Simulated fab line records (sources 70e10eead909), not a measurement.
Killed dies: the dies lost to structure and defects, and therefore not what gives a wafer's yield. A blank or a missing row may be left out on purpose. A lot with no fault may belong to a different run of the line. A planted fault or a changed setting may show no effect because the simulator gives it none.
Chamber matching -- flow nand harc -- NHARC_A_STAIRCASE_STRIP_476 on rie diel-12 has 4 sister chambers
The step strips in O2, time 20 s. 4 wafers are shown with their chamber, then 12 later ones without.

WAFERS, EACH WITH ITS CHAMBER
wafer,chamber,drypump motor current A (A)
L088.6,2,5.2
L091.2,0,6.4
L091.3,3,6.1
L091.4,1,6.0

WAFERS WITHOUT THEIR CHAMBER
wafer,drypump motor current A (A)
L092.1,6.1
L092.2,5.2
L092.3,6.0
L092.4,6.4
L092.5,6.0
L092.6,5.1
L090.1,6.4
L090.2,6.0
L090.5,6.1
L094.1,6.1
L094.2,6.0
L094.3,5.2

WHICH CHAMBER EACH WENT THROUGH
wafer,from the rows above,in truth
L092.1,3,3
L092.2,2,2
L092.3,1,1
L092.4,0,0
L092.5,1,1
L092.6,2,2
L090.1,0,0
L090.2,1,1
L090.5,3,3
L094.1,3,3
L094.2,1,1
L094.3,2,2
Correct placement for 12 of the 12. Not placeable from these rows: 0. 0 placed wrongly.
How it was worked out, from the rows above alone: a wafer's distance from a chamber is the root of the sum, over the readings, of the square of ((its reading less the chamber's mean) divided by the reading's scatter). The wafer belongs to the nearest chamber; if the next one is less than 2 further off, it can't be placed. For every chamber, the mean is computed from those of its wafers that are shown. The scatter: root of mean squared gap, hidden wafer to nearest shown wafer, with one shown wafer a chamber.
